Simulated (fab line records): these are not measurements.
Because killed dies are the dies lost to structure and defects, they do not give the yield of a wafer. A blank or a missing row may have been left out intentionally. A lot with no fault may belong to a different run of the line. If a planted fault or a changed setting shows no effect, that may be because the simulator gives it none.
Which of the tools did it? + flow n5 finfet + Sampling: 10 lots, 28 wafers, 6 of 1938 route steps

== WHAT THE GAUGES READ, wafer by wafer ==
N5_BEOL_M4_CD_MEAS_11: target cd 16.79 nm. Usual: cd nm 16.78 nm, standard deviation 0.25.
| lot  | measured     | on        | cd nm (nm)        | flag |
|------|--------------|-----------|-------------------|------|
| L655 | day 7 11:22  | cd sem-02 | 16.66 16.83 16.60 |      |
| L656 | day 7 11:33  | cd sem-02 | 17.18 16.69 16.71 |      |
| L658 | day 8 12:40  | cd sem-02 | 16.64 16.31 16.60 |      |
| L661 | day 9 01:38  | cd sem-01 | 16.57 16.82 16.88 |      |
| L663 | day 9 20:41  | cd sem-03 | 16.76 16.86 16.74 |      |
| L664 | day 9 21:46  | cd sem-03 | 16.89 16.47       |      |
| L666 | day 10 10:26 | cd sem-03 | 17.10 16.65       |      |
| L667 | day 10 14:25 | cd sem-03 | 16.78 16.31 16.88 |      |
| L669 | day 11 06:26 | cd sem-03 | 17.15 16.69 15.96 |      |
| L674 | day 12 15:41 | cd sem-01 | 16.46 17.00 16.93 |      |

N5_BEOL_M4_RC_MEAS_101. Usual: DIBL_N 37.0 mV/V, standard deviation 2.3; DIBL_P 37.3 mV/V, standard deviation 2.8; IOFF_N 0.17 nA/um, standard deviation 0.046; IOFF_P 0.23 nA/um, standard deviation 0.054; ION_N 675 uA/um, standard deviation 14; ION_P 460 uA/um, standard deviation 9.3; SS_N 71.7 mV/dec, standard deviation 0.73; SS_P 73.6 mV/dec, standard deviation 0.95; VT_N 249 mV, standard deviation 3.9; VT_P -250 mV, standard deviation 3.9.
| lot  | measured     | on        | DIBL_N (mV/V)  | DIBL_P (mV/V)  | IOFF_N (nA/um) | IOFF_P (nA/um) | ION_N (uA/um) | ION_P (uA/um) | SS_N (mV/dec)  | SS_P (mV/dec)  | VT_N (mV)   | VT_P (mV)      | flag |
|------|--------------|-----------|----------------|----------------|----------------|----------------|---------------|---------------|----------------|----------------|-------------|----------------|------|
| L655 | day 7 23:18  | prober-02 | 40.3 37.1 43.8 | 40.9 35.4 44.8 | 0.23 0.15 0.36 | 0.31 0.21 0.42 | 680 676 712   | 471 464 478   | 72.2 71.3 73.7 | 74.8 73.7 76.2 | 243 251 240 | -246 -251 -243 |      |
| L656 | day 8 02:19  | prober-02 | 37.4 36.8 39.6 | 37.6 37.4 40.9 | 0.19 0.17 0.25 | 0.22 0.22 0.29 | 677 667 688   | 457 453 457   | 72.1 71.1 72.2 | 73.7 75.0 76.1 | 250 249 245 | -249 -251 -248 |      |
| L658 | day 8 22:55  | prober-02 | 37.5 36.0 41.5 | 37.8 36.8 43.3 | 0.18 0.16 0.27 | 0.19 0.18 0.28 | 682 676 694   | 454 453 461   | 72.0 71.0 73.1 | 73.1 73.5 75.4 | 248 249 244 | -252 -254 -246 |      |
| L661 | day 9 08:11  | prober-02 | 35.3 38.5 39.3 | 36.6 39.5 40.8 | 0.15 0.22 0.23 | 0.19 0.25 0.27 | 670 703 706   | 458 474 471   | 71.4 72.1 72.3 | 73.1 73.8 74.8 | 253 245 248 | -255 -251 -249 |      |
| L663 | day 10 05:55 | prober-01 | 38.9 37.5 38.8 | 41.4 38.2 40.7 | 0.20 0.16 0.21 | 0.29 0.23 0.28 | 679 682 691   | 467 470 474   | 71.3 72.1 72.2 | 74.8 74.1 74.7 | 248 249 248 | -246 -250 -246 |      |
| L664 | day 10 06:52 | prober-02 | 35.7 41.2      | 35.0 42.4      | 0.15 0.27      | 0.23 0.37      | 677 700       | 468 473       | 71.5 73.1      | 73.0 74.4      | 250 244     | -246 -243      |      |
| L666 | day 10 19:25 | prober-01 | 37.4 37.1      | 35.9 36.5      | 0.17 0.15      | 0.19 0.20      | 670 650       | 458 450       | 71.4 71.0      | 73.9 72.9      | 247 252     | -251 -251      |      |
| L667 | day 11 08:12 | prober-02 | 32.2 39.6 37.6 | 32.4 41.7 38.2 | 0.11 0.26 0.19 | 0.18 0.34 0.26 | 655 701 678   | 460 478 465   | 70.1 71.5 72.0 | 72.2 75.0 73.4 | 256 240 247 | -253 -244 -245 |      |
| L669 | day 12 16:50 | prober-01 | 34.0 40.2      | 32.0 40.6      | 0.10 0.21      | 0.16 0.31      | 656 663       | 456 458       | 70.8 73.1      | 72.3 74.7      | 256 250     | -253 -247      |      |
| L674 | day 13 00:56 | prober-02 | 36.2 37.1 35.3 | 33.2 35.2 33.1 | 0.15 0.17 0.13 | 0.18 0.21 0.18 | 670 676 677   | 456 454 466   | 71.6 71.7 70.6 | 72.5 72.8 73.1 | 253 250 252 | -253 -253 -250 |      |

== WHICH TOOL RAN EACH LOT (tool, then ch and the chambers of the sampled wafers, then the start) ==
| lot  | N5_BEOL_M3_ANNEAL_95         | N5_BEOL_M3_ANNEAL_51             | N5_BEOL_M4_EXPOSE_08              | N5_BEOL_M4_DESCUM_16               |
|------|------------------------------|----------------------------------|-----------------------------------|------------------------------------|
| L655 | pvd sputter-01, day 7 08:21  | rtp anneal-02 ch 0, day 7 08:49  | euv scanner-02 ch 0, day 7 11:16  | rie diel-05 ch 0,1,2, day 7 11:29  |
| L656 | pvd sputter-03, day 7 08:35  | rtp anneal-01 ch 0, day 7 09:01  | euv scanner-01 ch 0, day 7 11:26  | rie diel-01 ch 0,1,2, day 7 11:41  |
| L658 | pvd sputter-02, day 8 06:17  | rtp anneal-02 ch 0, day 8 06:43  | euv scanner-02 ch 0, day 8 12:32  | rie diel-01 ch 0,1,3, day 8 13:04  |
| L661 | pvd sputter-02, day 8 21:29  | rtp anneal-02 ch 0, day 8 22:07  | euv scanner-02 ch 0, day 9 01:31  | rie diel-05 ch 0,1, day 9 01:52    |
| L663 | pvd sputter-03, day 9 15:43  | rtp anneal-01 ch 0, day 9 16:03  | euv scanner-02 ch 0, day 9 20:32  | rie diel-03 ch 1,2,3, day 9 20:48  |
| L664 | pvd sputter-02, day 9 19:26  | rtp anneal-01 ch 0, day 9 19:53  | euv scanner-02 ch 0, day 9 21:39  | rie diel-03 ch 0,1, day 9 21:59    |
| L666 | pvd sputter-03, day 10 08:18 | rtp anneal-02 ch 0, day 10 08:38 | euv scanner-02 ch 0, day 10 10:18 | rie diel-01 ch 2,3, day 10 10:37   |
| L667 | pvd sputter-02, day 10 11:37 | rtp anneal-01 ch 0, day 10 11:57 | euv scanner-02 ch 0, day 10 14:17 | rie diel-01 ch 0,1,2, day 10 14:32 |
| L669 | pvd sputter-01, day 11 02:49 | rtp anneal-02 ch 0, day 11 03:10 | euv scanner-02 ch 0, day 11 06:19 | rie diel-05 ch 0,1, day 11 06:51   |
| L674 | pvd sputter-03, day 12 09:24 | rtp anneal-01 ch 0, day 12 12:28 | euv scanner-01 ch 0, day 12 15:32 | rie diel-01 ch 0,1,2, day 12 15:49 |
- N5_BEOL_M3_ANNEAL_95: time 240 s.
- N5_BEOL_M3_ANNEAL_51: time 90 s.
- N5_BEOL_M4_EXPOSE_08: exposes mask M4.
- N5_BEOL_M4_DESCUM_16: chemistry O2, time 7 s.

== AS READ BY THE TOOLS THEMSELVES (means over the sampled wafers that have a number; for cases with no such wafer, the mark the record gives instead) ==
N5_BEOL_M3_ANNEAL_95. Usual: heater power w 918 W, standard deviation 91.
| lot  | tool           | heater power w (W) | flag |
|------|----------------|--------------------|------|
| L655 | pvd sputter-01 | 983                |      |
| L656 | pvd sputter-03 | 919                |      |
| L658 | pvd sputter-02 | 803                |      |
| L661 | pvd sputter-02 | 800                |      |
| L663 | pvd sputter-03 | 814                |      |
| L664 | pvd sputter-02 | 990                |      |
| L666 | pvd sputter-03 | 819                |      |
| L667 | pvd sputter-02 | 925                |      |
| L669 | pvd sputter-01 | 915                |      |
| L674 | pvd sputter-03 | 826                |      |

N5_BEOL_M3_ANNEAL_51. Usual: wafer_temp_C_max 226.29, standard deviation 0.29.
| lot  | tool          | wafer_temp_C_max | flag |
|------|---------------|------------------|------|
| L655 | rtp anneal-02 | 226.37           |      |
| L656 | rtp anneal-01 | 226.63           |      |
| L658 | rtp anneal-02 | 226.22           |      |
| L661 | rtp anneal-02 | 226.03           |      |
| L663 | rtp anneal-01 | 226.50           |      |
| L664 | rtp anneal-01 | 226.50           |      |
| L666 | rtp anneal-02 | 226.33           |      |
| L667 | rtp anneal-01 | 226.27           |      |
| L669 | rtp anneal-02 | 226.15           |      |
| L674 | rtp anneal-01 | 226.47           |      |

N5_BEOL_M4_EXPOSE_08. Usual: stage msd nm 0.824 nm, standard deviation 0.0065.
| lot  | tool           | stage msd nm (nm) | flag |
|------|----------------|-------------------|------|
| L655 | euv scanner-02 | 0.826             |      |
| L656 | euv scanner-01 | 0.816             |      |
| L658 | euv scanner-02 | 0.823             |      |
| L661 | euv scanner-02 | 0.821             |      |
| L663 | euv scanner-02 | 0.821             |      |
| L664 | euv scanner-02 | 0.822             |      |
| L666 | euv scanner-02 | 0.823             |      |
| L667 | euv scanner-02 | 0.823             |      |
| L669 | euv scanner-02 | 0.821             |      |
| L674 | euv scanner-01 | 0.808             |      |

N5_BEOL_M4_DESCUM_16. Usual: drypump motor current A 5.6 A, standard deviation 0.49; oes product au 0.77 a.u., standard deviation 0.1; rf vpp V 243.3 V, standard deviation 1.4; showerhead plenum p Torr 2.11 Torr, standard deviation 0.081; throttle valve pct 20.37 %, standard deviation 0.28.
| lot  | tool        | drypump motor current A (A) | oes product au (a.u.) | rf vpp V (V) | showerhead plenum p Torr (Torr) | throttle valve pct (%) | flag |
|------|-------------|-----------------------------|-----------------------|--------------|---------------------------------|------------------------|------|
| L655 | rie diel-05 | 5.6                         | 0.71                  | 242.0        | 2.05                            | 20.45                  |      |
| L656 | rie diel-01 | 5.8                         | 0.80                  | 243.4        | 2.21                            | 20.45                  |      |
| L658 | rie diel-01 | 5.9                         | 0.77                  | 243.8        | 2.15                            | 20.46                  |      |
| L661 | rie diel-05 | 5.3                         | 0.70                  | 242.4        | 2.08                            | 20.46                  |      |
| L663 | rie diel-03 | 5.5                         | 0.85                  | 242.5        | 2.04                            | 20.25                  |      |
| L664 | rie diel-03 | 5.3                         | 0.85                  | 243.6        | 2.13                            | 20.02                  |      |
| L666 | rie diel-01 | 5.7                         | 0.90                  | 243.2        | 2.16                            | 20.15                  |      |
| L667 | rie diel-01 | 5.8                         | 0.76                  | 244.7        | 2.20                            | 20.49                  |      |
| L669 | rie diel-05 | 5.3                         | 0.68                  | 242.8        | 2.07                            | 20.26                  |      |
| L674 | rie diel-01 | 5.8                         | 0.74                  | 243.8        | 2.19                            | 20.51                  |      |

== THE ANSWER, worked out from the rows above alone ==
Rule: a lot counts as off when the mean over its wafers that have a number is more than 3 standard deviations away from the usual mean. Also off: a lot with no number at a reading for which 4 or more lots have one. All remaining lots with rows at the step are treated as sound. After the gauges, taken in route order, come the tools' own readings; for these a lot's mean is taken, as printed above. The first step at which some lot is off is used, and at that step the reading that is off furthest; a lot without a number counts as furthest.
No lot is off on any of the readings shown, so nothing can be concluded from this.

== WHAT THE SIMULATOR HAD PUT IN ==
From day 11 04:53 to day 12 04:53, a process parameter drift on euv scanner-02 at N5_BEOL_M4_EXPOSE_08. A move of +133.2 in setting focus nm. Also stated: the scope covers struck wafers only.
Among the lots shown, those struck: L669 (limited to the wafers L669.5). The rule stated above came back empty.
